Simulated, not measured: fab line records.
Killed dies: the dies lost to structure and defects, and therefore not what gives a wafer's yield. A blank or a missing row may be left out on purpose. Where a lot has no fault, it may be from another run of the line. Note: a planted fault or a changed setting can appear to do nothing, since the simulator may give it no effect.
fab line records | flow n5_finfet | part 2 of 2: steps 23 to 28 of 28
record lots=5 | wafers=15 | last_day=19
route steps=1938 shown BEOL_M0_SAQP@642
lots untouched by any fault: they come from a run of this same line in which no faults occurred
start_h: hours from the record's opening day to when the first of the lot's shown wafers began | wait_h: hours elapsed since this lot's preceding step | " as in the row above | L1.1+2: several wafers, shown together as one row | - no value, or no start given | * or withheld: withheld | < > ~ a bound
route shown NAME@n: names a module that has steps shown in the file, with the first one's number in the route | usual: mean/standard deviation of fault-free wafers | same: alike in all rows | chamber/n: place in a boat | sites: per-site readings | _std_site: how widely they spread, as a standard deviation | _edge_site: outer sites' mean less inner sites' | radius_mm: how far each site lies from the wafer's centre | mask NAME#n: copy n | behind: the last tool/chamber to shape the wafer | hold: why the lot went on hold/how many hours it stayed there/how the hold came to an end | device: transistor that didn't switch, given as n, p or np | end of line: the route-end tests of the same wafers | for a step that has no rows: nothing shown but its recipe | killed: dies that structure and defects cost at the first sort, which is not the same as the wafer's yield | map: shows each die of a wafer: x if killed, . if not, _ if none is there
set.NAME: the setting as run; set.NAME@STEP: as run at that earlier step | model.NAME: the simulator's own value behind a step, which no gauge read
lots at selected steps of the route; one table per step, one row per wafer
services: a tool's chamber out of use, with start hour (start_h, from the record's first day; less than 0 if before it), hours out, and reason
## steps
# step N5_BEOL_M0_SAQP_SPACER1_ETCHBACK_99
# recipe chemistry=CHF3/O2 | mode=anisotropic_etchback | target=SiO2 | target_depth_a=154 | time_s=7.7 | pressure_mtorr=30 | source_w=650 | bias_w=170 | Ar_flow_sccm=200 | CHF3_flow_sccm=50 | O2_flow_sccm=5 | ion_energy_ev=200
# usual O2_flow_sccm=5.000/0.016 | drypump_motor_current_A=5.5/0.37 | oes_product_au=0.76/0.077 | rf_vpp_V=527/10 | showerhead_plenum_p_Torr=2.37/0.067 | throttle_valve_pct=18.91/0.23
lot.wafer | tool        | chamber | start_h | wait_h | O2_flow_sccm | drypump_motor_current_A | oes_product_au | rf_hours_counter_h | rf_vpp_V | showerhead_plenum_p_Torr | throttle_valve_pct
L076.1    | rie_diel-02 | 2       | 128.96  | 0.3    | 5.000        | 5.5                     | 0.73           | 212                | 545      | 2.39                     | 18.83
L076.2    | "           | 1       | "       | "      | 5.015        | 6.1                     | 0.72           | 164                | 524      | 2.30                     | 18.60
L076.5    | "           | 2       | "       | "      | 4.968        | 5.5                     | 0.74           | -                  | 545      | 2.39                     | 18.84
L077.1    | rie_diel-06 | 0       | 135.20  | 0.3    | 5.014        | 4.9                     | 0.90           | 12                 | 535      | 2.36                     | 18.59
L077.2    | "           | 3       | "       | "      | 4.999        | 5.3                     | 0.75           | 158                | 528      | 2.31                     | 19.20
L077.3    | "           | 1       | "       | "      | 5.005        | 5.7                     | 0.75           | 186                | 526      | 2.32                     | 18.88
L081.3    | rie_diel-02 | 2       | 151.64  | 0.3    | 4.980        | 5.5                     | 0.72           | 222                | 545      | 2.39                     | 18.82
L081.4    | "           | 1       | "       | "      | 5.026        | 6.0                     | 0.71           | 174                | 524      | 2.30                     | 18.60
L081.5    | "           | 0       | "       | "      | 5.015        | 5.4                     | 0.69           | -                  | 531      | 2.46                     | 19.08
L085.2    | rie_diel-06 | 1       | 175.77  | 0.3    | 5.003        | 5.7                     | 0.74           | 201                | 527      | 2.31                     | 18.91
L085.3    | "           | 3       | "       | "      | 4.973        | 5.4                     | 0.74           | 174                | 529      | 2.31                     | 19.25
L085.5    | "           | 3       | "       | "      | 4.988        | 5.4                     | 0.74           | -                  | 528      | 2.31                     | 19.24
L096.1    | rie_diel-04 | 0       | 245.83  | 0.3    | 5.001        | 5.7                     | 0.89           | 32                 | 508      | 2.37                     | 18.64
L096.3    | "           | 2       | "       | "      | 5.023        | 5.2                     | 0.71           | 180                | 532      | 2.51                     | 19.01
L096.4    | "           | 3       | "       | "      | 4.991        | 5.7                     | 0.67           | 245                | 513      | 2.35                     | 19.03
# step N5_BEOL_M0_SAQP_MANDREL1_REMOVE_100
# recipe chemistry=HBr/Cl2/O2 | bt_time_s=10 | target=a-Si | stop_on=SiNx | endpoint=OES-SiCl | over_etch_frac=0.85 | icp_w=600 | bias_w=30 | HBr_flow_sccm=150 | Cl2_flow_sccm=80 | O2_flow_sccm=5 | pressure_mtorr=10
# usual O2_flow_sccm=5.001/0.016 | drypump_motor_current_A=5.8/0.36 | oes_product_au=1.005/0.016 | throttle_valve_pct=36.6/0.38
lot.wafer | tool      | chamber | start_h | wait_h | O2_flow_sccm | drypump_motor_current_A | oes_product_au | rf_hours_counter_h | throttle_valve_pct
L076.1    | rie_si-04 | 1       | 129.05  | 0.1    | 5.007        | 5.6                     | 1.007          | 147                | 36.2
L076.2    | "         | 3       | "       | "      | 4.988        | 6.1                     | 0.987          | 58                 | 36.4
L076.5    | "         | 2       | "       | "      | 5.010        | 5.5                     | 0.994          | -                  | 36.4
L077.1    | rie_si-04 | 2       | 135.28  | 0.1    | 4.985        | 5.5                     | 1.006          | 59                 | 36.4
L077.2    | "         | 3       | "       | "      | 5.005        | 6.1                     | 0.999          | 58                 | 36.4
L077.3    | "         | 1       | "       | "      | 5.013        | 5.6                     | 1.011          | 147                | 36.2
L081.3    | rie_si-04 | 2       | 151.72  | 0.1    | 5.014        | 5.5                     | 1.000          | 59                 | 36.4
L081.4    | "         | 1       | "       | "      | 5.024        | 5.7                     | 0.999          | 147                | 36.2
L081.5    | "         | 0       | "       | "      | 4.999        | 5.4                     | 1.021          | -                  | 36.8
L085.2    | rie_si-04 | 0       | 175.85  | 0.1    | 4.996        | 5.4                     | 1.020          | 140                | 36.8
L085.3    | "         | 1       | "       | "      | 4.998        | 5.6                     | 1.004          | 147                | 36.2
L085.5    | "         | 2       | "       | "      | 4.999        | 5.5                     | 1.018          | -                  | 36.4
L096.1    | rie_si-06 | 0       | 245.92  | 0.1    | 4.984        | 6.0                     | 0.982          | 51                 | 37.4
L096.3    | "         | 2       | "       | "      | 5.004        | 5.1                     | 1.005          | 58                 | 36.9
L096.4    | "         | 1       | "       | "      | 4.993        | 5.6                     | 1.029          | 2                  | 36.9
# step N5_BEOL_M0_SAQP_CD_MEAS_25
# recipe target_cd_nm=13.1 | landing_energy_ev=1000 | detector=se_inlens
# usual cd_nm=12.84/0.22
lot.wafer | tool      | chamber | start_h | wait_h | cd_nm
L076.1    | cd_sem-01 | 0       | 129.16  | 0.1    | 12.78
L076.2    | "         | 0       | "       | "      | 12.80
L076.5    | "         | 0       | "       | "      | 12.49
L077.1    | cd_sem-03 | 0       | 135.39  | 0.1    | 12.90
L077.2    | "         | 0       | "       | "      | 12.80
L077.3    | "         | 0       | "       | "      | 12.83
L081.3    | cd_sem-03 | 0       | 151.84  | 0.1    | 12.46
L081.4    | "         | 0       | "       | "      | 12.79
L081.5    | "         | 0       | "       | "      | 13.13
L085.2    | cd_sem-01 | 0       | 175.96  | 0.1    | 12.67
L085.3    | "         | 0       | "       | "      | 12.38
L085.5    | "         | 0       | "       | "      | 12.68
L096.1    | cd_sem-01 | 0       | 246.03  | 0.1    | 12.99
L096.3    | "         | 0       | "       | "      | 12.87
L096.4    | "         | 0       | "       | "      | 12.95
# step N5_BEOL_M0_SAQP_ETCH_101
# recipe chemistry=CH3F/O2 | target=SiNx | mask_material=SiO2 | target_depth_a=299 | time_s=42.7 | pressure_mtorr=30 | source_w=395 | bias_w=73 | Ar_flow_sccm=150 | CH3F_flow_sccm=30 | O2_flow_sccm=20 | ion_energy_ev=120
# usual O2_flow_sccm=20.00/0.056 | drypump_motor_current_A=5.6/0.32 | oes_product_au=0.75/0.083 | rf_vpp_V=298/7.1 | showerhead_plenum_p_Torr=1.97/0.055 | throttle_valve_pct=16.39/0.22
lot.wafer | tool        | chamber | start_h | wait_h | O2_flow_sccm | drypump_motor_current_A | oes_product_au | rf_hours_counter_h | rf_vpp_V | showerhead_plenum_p_Torr | throttle_valve_pct
L076.1    | rie_diel-02 | 1       | 129.20  | 0.0    | 19.94        | 6.1                     | 0.72           | 164                | 299      | 1.91                     | 16.07
L076.2    | "           | 0       | "       | "      | 19.99        | 5.4                     | 0.69           | 235                | 301      | 2.05                     | 16.55
L076.5    | "           | 2       | "       | "      | 20.02        | 5.5                     | 0.72           | -                  | 309      | 1.98                     | 16.31
L077.1    | rie_diel-02 | 3       | 136.01  | 0.6    | 20.11        | 5.8                     | 0.72           | 203                | 288      | 1.97                     | 16.55
L077.2    | "           | 0       | "       | "      | 20.00        | 5.4                     | 0.69           | 238                | 302      | 2.05                     | 16.57
L077.3    | "           | 2       | "       | "      | 19.98        | 5.5                     | 0.72           | 216                | 308      | 1.98                     | 16.33
L081.3    | rie_diel-02 | 2       | 151.87  | 0.0    | 19.96        | 5.5                     | 0.72           | 223                | 310      | 1.98                     | 16.33
L081.4    | "           | 3       | "       | "      | 20.09        | 5.7                     | 0.72           | 210                | 289      | 1.96                     | 16.55
L081.5    | "           | 3       | "       | "      | 20.03        | 5.7                     | 0.72           | -                  | 288      | 1.96                     | 16.56
L085.2    | rie_diel-06 | 1       | 176.00  | 0.0    | 20.00        | 5.6                     | 0.74           | 201                | 298      | 1.92                     | 16.37
L085.3    | "           | 2       | "       | "      | 19.99        | 5.2                     | 0.71           | 217                | 303      | 2.06                     | 16.44
L085.5    | "           | 3       | "       | "      | 19.96        | 5.4                     | 0.73           | -                  | 301      | 1.92                     | 16.72
L096.1    | rie_diel-02 | 0       | 246.27  | 0.2    | 19.99        | 5.4                     | 0.93           | 19                 | 300      | 2.04                     | 16.16
L096.3    | "           | 3       | "       | "      | 20.01        | 5.7                     | 0.69           | 240                | 288      | 1.96                     | 16.62
L096.4    | "           | 1       | "       | "      | 20.01        | 6.0                     | 0.70           | -                  | 298      | 1.90                     | 16.14
# step N5_BEOL_M0_SAQP_ETCH_102
# recipe chemistry=CF4 | target=SiO2 | target_depth_a=40 | ion_energy_ev=350 | time_s=4.4 | pressure_mtorr=10 | icp_w=800 | bias_w=400 | cf4_flow_sccm=80
# usual cf4_flow_sccm=79.99/0.25 | drypump_motor_current_A=5.8/0.38 | oes_product_au=1.003/0.022 | throttle_valve_pct=21.72/0.29
lot.wafer | tool      | chamber | start_h | wait_h | cf4_flow_sccm | drypump_motor_current_A | oes_product_au | rf_hours_counter_h | throttle_valve_pct
L076.1    | rie_si-02 | 2       | 129.30  | 0.1    | 79.95         | 5.9                     | 1.003          | 58                 | 21.45
L076.2    | "         | 0       | "       | "      | 80.03         | 5.8                     | 1.036          | 134                | 21.47
L076.5    | "         | 3       | "       | "      | 80.24         | 6.2                     | 1.012          | -                  | 21.86
L077.1    | rie_si-02 | 3       | 136.12  | 0.1    | 80.48         | 6.2                     | 1.019          | 62                 | 21.86
L077.2    | "         | 2       | "       | "      | 80.26         | 5.9                     | 1.020          | 58                 | 21.45
L077.3    | "         | 0       | "       | "      | 80.04         | 5.8                     | 1.041          | 135                | 21.47
L081.3    | rie_si-02 | 0       | 151.98  | 0.1    | 79.72         | 5.8                     | 1.036          | 135                | 21.49
L081.4    | "         | 3       | "       | "      | 80.01         | 6.2                     | 1.013          | 62                 | 21.87
L081.5    | "         | 2       | "       | "      | 79.96         | 5.9                     | 1.009          | -                  | 21.43
L085.2    | rie_si-02 | 2       | 176.11  | 0.1    | 79.71         | 5.9                     | 0.999          | 59                 | 21.44
L085.3    | "         | 1       | "       | "      | 80.21         | 6.5                     | 0.975          | 25                 | 21.62
L085.5    | "         | 1       | "       | "      | 80.46         | 6.5                     | 0.972          | -                  | 21.61
L096.1    | rie_si-04 | 2       | 246.37  | 0.1    | 80.35         | 5.5                     | 1.015          | 61                 | 21.47
L096.3    | "         | 0       | "       | "      | 79.73         | 5.4                     | 0.997          | 141                | 22.01
L096.4    | "         | 3       | "       | "      | 80.02         | 6.1                     | 1.003          | 60                 | 21.76
# step N5_BEOL_M0_SAQP_MANDREL_ETCH_103
# recipe chemistry=HBr/Cl2 | target=a-Si | target_depth_a=450 | bt_time_s=10 | stop_on=SiCN | mask_material=SiO2 | over_etch_frac=0.8 | time_s=27 | pressure_mtorr=10 | icp_w=800 | bias_w=75 | HBr_flow_sccm=150 | Cl2_flow_sccm=80 | ends=end_point
# usual drypump_motor_current_A=5.8/0.38 | oes_product_au=0.688/0.013 | throttle_valve_pct=35.4/0.39
lot.wafer | tool      | chamber | start_h | wait_h | drypump_motor_current_A | oes_product_au | rf_hours_counter_h | throttle_valve_pct
L076.1    | rie_si-02 | 2       | 129.34  | 0.0    | 6.0                     | 0.718          | 58                 | 34.9
L076.2    | "         | 0       | "       | "      | 5.8                     | 0.701          | 134                | 35.3
L076.5    | "         | 3       | "       | "      | 6.2                     | 0.693          | -                  | 35.9
L077.1    | rie_si-02 | 3       | 136.15  | 0.0    | 6.2                     | 0.688          | 62                 | 36.0
L077.2    | "         | 2       | "       | "      | 5.9                     | 0.699          | 58                 | 34.9
L077.3    | "         | 0       | "       | "      | 5.8                     | 0.704          | 135                | 35.3
L081.3    | rie_si-02 | 0       | 152.01  | 0.0    | 5.9                     | 0.698          | 135                | 35.3
L081.4    | "         | 3       | "       | "      | 6.2                     | 0.692          | 62                 | 36.0
L081.5    | "         | 2       | "       | "      | 6.0                     | 0.703          | -                  | 34.9
L085.2    | rie_si-02 | 2       | 176.14  | 0.0    | 5.9                     | 0.699          | 59                 | 34.9
L085.3    | "         | 1       | "       | "      | 6.6                     | 0.684          | 25                 | 35.2
L085.5    | "         | 1       | "       | "      | 6.6                     | 0.676          | -                  | 35.2
L096.1    | rie_si-04 | 2       | 246.41  | 0.0    | 5.5                     | 0.685          | 61                 | 35.1
L096.3    | "         | 0       | "       | "      | 5.4                     | 0.689          | 141                | 35.6
L096.4    | "         | 3       | "       | "      | 6.1                     | 0.683          | 60                 | 35.1
## services
tool            | chamber | start_h | hours | kind
rie_diel-06     | 0       | 104.78  | 5.5   | repair
ald_sin-01      | -       | 110.18  | 2.8   | pm
rie_diel-04     | -       | 116.06  | 28.1  | pm
vapor_etch-02   | -       | 118.34  | 0.1   | repair
arfi_scanner-01 | -       | 122.31  | 1.0   | pm
ald_sin-01      | 1       | 127.63  | 3.0   | repair
rie_si-06       | -       | 130.95  | 0.1   | repair
rie_si-02       | 1       | 131.36  | 8.1   | repair
arfi_scanner-03 | -       | 131.84  | 1.3   | pm
rie_si-06       | -       | 142.29  | 0.3   | repair
arfi_scanner-03 | -       | 145.15  | 3.9   | pm
rie_diel-02     | 1       | 154.13  | 5.4   | repair
arfi_scanner-01 | -       | 156.64  | 0.8   | pm
rie_diel-04     | 3       | 167.41  | 8.7   | repair
arfi_scanner-03 | -       | 168.65  | 1.0   | pm
wet_bench-06    | -       | 177.04  | 1.1   | repair
rie_diel-02     | -       | 179.40  | 1.0   | repair
rie_diel-06     | 2       | 189.08  | 10.0  | repair
arfi_scanner-01 | -       | 189.57  | 1.3   | pm
rie_diel-06     | -       | 200.13  | 14.6  | pm
rie_si-02       | 0       | 202.09  | 22.1  | repair
rie_diel-06     | 2       | 226.76  | 7.4   | repair
vapor_etch-02   | 1       | 229.05  | 1.0   | repair
rie_diel-04     | 3       | 236.60  | 5.9   | repair
